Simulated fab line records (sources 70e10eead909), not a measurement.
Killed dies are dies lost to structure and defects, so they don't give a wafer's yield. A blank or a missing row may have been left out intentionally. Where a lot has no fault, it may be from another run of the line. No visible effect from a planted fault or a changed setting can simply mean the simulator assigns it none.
fab line records ; flow nand-harc
record lots=5; wafers=15; last-day=34
route steps=1302 shown A_DECK1_JOINT@518
lots that met no fault: taken from a fault-free run of the same line
start-h: start of the lot's first displayed wafer, in hours after the record's first day ; wait-h: hours elapsed since this lot's preceding step ; " the same as in the row above ; L1.1+2: several wafers, shown together as one row ; - no value, or no start was given ; * or withheld: withheld ; < > ~ a bound
route shown NAME@n: a module of which the file shows steps, and the number in the route of the first ; usual: average and standard deviation across the fault-free wafers ; same: alike in all rows ; chamber/n: place in a boat ; sites: the reading at each site ; _std_site: the standard deviation of these ; _edge_site: the outer-site mean with the inner-site mean subtracted ; radius-mm: for every site, how far away it sits from the centre of the wafer ; mask NAME#n: copy n ; behind: tool/chamber where the wafer was last shaped ; hold: what put the lot on hold/how long, in hours/how the hold closed ; device: the n, p or np transistor that did not switch ; end of line: at the end of the route, the tests of the same wafers ; a step given without rows: its recipe and nothing more ; killed: the dies lost at the first sort to structure and to defects; this is not the yield of the wafer ; map: a wafer's dies, x killed, . not, _ none there
set.NAME: setting as actually run; set.NAME@STEP: the setting as run at that earlier step ; model.NAME: the simulator's own value behind a step, which no gauge read
lots at selected steps of the route; one table per step, one row per wafer
services: from which hour (start-h, from the record's first day; less than 0 if before it) a tool's chamber was out of use, for how many hours, and why
## steps
# step NHARC_A_DECK1_JOINT_ETCHBACK_07
# recipe target-depth-a=1050; time-s=26.9; hbr-flow-sccm=150; rf-w=350; icp-w=350; bias-w=60; chemistry=HBr
# usual drypump-motor-current-A=5.6/0.45; oes-product-au=0.999/0.0063; run-length-s=48.2/0.4; throttle-valve-pct=23.267/0.009
# same time-s=26.9
lot.wafer;tool;chamber;start-h;wait-h;drypump-motor-current-A;oes-product-au;rf-hours-counter-h;run-length-s;throttle-valve-pct
L489.2;rie-si-02;1;267.52;0.1;6.3;0.995;0.92;48.9;23.280
L489.4;rie-si-02;0;267.52;0.1;5.5;0.994;1.08;47.9;23.262
L489.6;rie-si-02;2;267.52;0.1;5.3;0.994;-;48.3;23.274
L499.1;rie-si-03;2;383.45;0.1;4.9;1.008;1.03;47.7;23.271
L499.4;rie-si-03;0;383.45;0.1;5.1;0.998;0.82;47.8;23.269
L499.6;rie-si-03;3;383.45;0.1;5.5;1.000;-;48.2;23.259
L502.1;rie-si-04;3;406.36;0.1;5.7;1.002;0.33;48.1;23.263
L502.5;rie-si-04;1;406.36;0.1;5.3;0.988;-;47.9;23.272
L502.6;rie-si-04;2;406.36;0.1;5.2;0.996;-;48.3;23.261
L505.2;rie-si-02;3;445.89;0.1;6.0;0.989;0.85;48.3;23.267
L505.3;rie-si-02;1;445.89;0.1;6.4;1.003;1.09;48.5;23.277
L505.5;rie-si-02;3;445.89;0.1;6.0;1.008;-;48.2;23.266
L509.2;rie-si-02;2;476.16;0.1;5.3;1.004;0.08;47.7;23.264
L509.3;rie-si-02;0;476.16;0.1;5.5;1.008;0.10;48.3;23.259
L509.6;rie-si-02;2;476.16;0.1;5.3;1.005;-;47.7;23.263
# step NHARC_A_DECK1_JOINT_ETCH_25
# recipe target-depth-a=5; chemistry=dHF; material=SiO2
# step NHARC_A_DECK1_JOINT_ETCH_19
# recipe temp-c=25; target-depth-a=30; chemistry=TMAH; material=poly-Si
# step NHARC_A_DECK1_JOINT_ETCH_18
# recipe target-depth-a=30; chemistry=dHF; material=SiO2
# step NHARC_A_DECK1_JOINT_WET_08
# recipe temp-c=160; time-s=86; chemistry=H3PO4
# step NHARC_A_DECK1_JOINT_ETCH_09
# recipe target-depth-a=50; chemistry=dHF; material=SiO2
# step NHARC_A_DECK1_JOINT_WET_10
# recipe temp-c=160; time-s=86; chemistry=H3PO4
# step NHARC_A_DECK1_JOINT_ETCH_11
# recipe target-depth-a=350; chemistry=dHF; material=SiO2
# step NHARC_A_DECK1_JOINT_CVD_12
# recipe target-thk-a=900; temp-c=620; pressure-mtorr=200; time-s=1800; material=poly-Si
# step NHARC_A_DECK1_JOINT_CMP_13
# recipe target-thk-nm=51.023
# usual edge-zone-pressure-frac=1.000/0.0048; motor-current-A=12.1/1.5; time-to-endpoint-s=8.6/2.1
lot.wafer;tool;chamber;start-h;wait-h;edge-zone-pressure-frac;motor-current-A;time-to-endpoint-s
L489.4;cmp-03;3;280.02;0.4;1.000;15.0;9.3
L489.2;cmp-03;2;280.02;0.4;1.000;12.0;9.1
L489.6;cmp-03;0;280.02;0.4;0.997;12.0;10.8
L499.1;cmp-04;2;393.78;0.4;1.001;12.6;10.0
L499.4;cmp-04;3;393.78;0.4;1.002;9.8;9.3
L499.6;cmp-04;1;393.78;0.4;1.002;13.2;11.8
L502.1;cmp-01;0;416.61;0.4;0.999;12.8;9.6
L502.5;cmp-01;0;416.61;0.4;1.009;12.9;8.2
L502.6;cmp-01;1;416.61;0.4;0.993;12.2;7.0
L505.3;cmp-04;1;456.94;0.4;1.009;12.9;9.8
L505.2;cmp-04;3;456.94;0.4;1.001;9.0;10.0
L505.5;cmp-04;1;456.94;0.4;0.998;13.1;11.7
L509.2;cmp-03;2;490.04;0.4;0.998;12.4;6.3
L509.3;cmp-03;3;490.04;0.4;1.007;14.7;5.4
L509.6;cmp-03;2;490.04;0.4;0.999;12.1;8.9
# step NHARC_A_DECK1_JOINT_THK_MEAS_14
# recipe thk-meas-gauge=ellipsometry
# usual thk-nm=51.0/1.4
lot.wafer;tool;chamber;start-h;wait-h;thk-nm
L489.2;film-metro-02;-;280.27;0.2;53.1
L489.4;film-metro-02;-;280.27;0.2;49.1
L489.6;film-metro-02;-;280.27;0.2;50.5
L499.1;film-metro-02;-;394.00;0.2;50.3
L499.4;film-metro-02;-;394.00;0.2;52.9
L499.6;film-metro-02;-;394.00;0.2;50.8
L502.1;film-metro-02;-;416.87;0.2;50.4
L502.5;film-metro-02;-;416.87;0.2;52.2
L502.6;film-metro-02;-;416.87;0.2;50.3
L505.2;film-metro-02;-;457.19;0.2;48.9
L505.3;film-metro-02;-;457.19;0.2;53.7
L505.5;film-metro-02;-;457.19;0.2;53.6
L509.2;film-metro-02;-;490.27;0.2;49.6
L509.3;film-metro-02;-;490.27;0.2;51.6
L509.6;film-metro-02;-;490.27;0.2;50.7
# step NHARC_A_DECK1_JOINT_SRD_04
# step NHARC_A_DECK1_JOINT_ETCHBACK_00
# recipe target-depth-a=300; time-s=17.4; hbr-flow-sccm=150; rf-w=350; icp-w=350; bias-w=60; chemistry=HBr
# usual drypump-motor-current-A=5.6/0.45; oes-product-au=1.000/0.0071; run-length-s=38.6/0.34; throttle-valve-pct=23.266/0.0096
lot.wafer;tool;chamber;start-h;wait-h;drypump-motor-current-A;oes-product-au;rf-hours-counter-h;run-length-s;throttle-valve-pct
L489.2;rie-si-03;2;280.40;0.1;4.9;0.994;0.3;38.4;23.267
L489.4;rie-si-03;1;280.40;0.1;5.8;0.993;0.3;38.5;23.269
L489.6;rie-si-03;2;280.40;0.1;4.9;1.004;-;38.2;23.276
L499.4;rie-si-03;1;394.13;0.1;5.8;1.009;1.1;38.9;23.278
L499.1;rie-si-03;0;394.13;0.1;5.0;0.995;0.9;28.3;23.278
L499.6;rie-si-03;1;394.13;0.1;5.8;1.009;-;38.5;23.283
L502.1;rie-si-02;2;417.02;0.1;5.3;0.987;0.8;38.6;23.269
L502.5;rie-si-02;0;417.02;0.1;5.5;0.989;-;38.3;23.270
L502.6;rie-si-02;1;417.02;0.1;6.4;0.991;-;39.5;23.273
L505.2;rie-si-03;2;457.32;0.1;4.9;0.993;0.3;38.9;23.274
L505.3;rie-si-03;1;457.32;0.1;5.8;0.994;0.3;38.3;23.280
L505.5;rie-si-03;2;457.32;0.1;4.9;0.995;-;38.4;23.263
L509.2;rie-si-02;2;490.40;0.1;5.3;1.003;0.2;38.8;23.260
L509.3;rie-si-02;1;490.40;0.1;6.4;0.992;0.2;38.9;23.255
L509.6;rie-si-02;2;490.40;0.1;5.3;0.998;-;38.2;23.288
# step NHARC_A_DECK1_JOINT_PRECLEAN_30
# recipe time-s=*; temp-c=50; bath-age-min=0; chemistry=SC1
## services
tool;chamber;start-h;hours;kind
cmp-04;-;247.52;5.2;repair
rie-si-04;0;247.92;3.3;repair
cmp-03;-;260.05;4.0;pm
cmp-03;-;268.65;2.8;repair
cmp-01;-;274.64;2.4;repair
rie-si-02;-;277.00;9.0;pm
cmp-01;-;283.50;4.0;pm
rie-si-03;0;287.53;8.5;repair
cmp-04;-;307.07;4.0;pm
rie-si-04;-;331.04;0.3;repair
rie-si-04;-;342.00;9.0;pm
rie-si-03;3;349.81;7.1;repair
cmp-03;-;358.05;4.0;pm
rie-si-04;-;362.76;0.3;repair
rie-si-04;1;372.82;1.8;repair
cmp-01;-;380.66;0.2;repair
cmp-01;-;381.50;4.0;pm
rie-si-02;-;394.50;13.8;repair
rie-si-03;-;398.01;9.0;pm
cmp-04;-;405.07;4.0;pm
cmp-04;-;438.43;2.0;repair
rie-si-02;-;454.00;9.0;pm
cmp-03;-;456.05;4.0;pm
cmp-03;-;476.77;1.2;repair
## key
first-sign step=NHARC_A_DECK1_JOINT_ETCHBACK_00; reading=run-length-s; direction=down; sigmas=30; usual=*; struck=*
effect none on later readings
met-at NHARC_A_DECK1_JOINT_ETCHBACK_00
struck-wafers L499.1
tester-left-out L499
fault kind=process-parameter-drift; tool=rie-si-03; chamber=0; onset-h=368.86; steps=NHARC_A_DECK1_JOINT_ETCHBACK_00; channel=time-s; offset=*; shape=step; end-h=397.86; acts-in=*; stated=*
# tester-left-out: of these lots the tester's yield and bins aren't shown, on N5 and GAA mostly nor the transistor test; their killed dies are dies lost to structure and defects alone, not to doping, threshold or leakage, so they don't give the yield
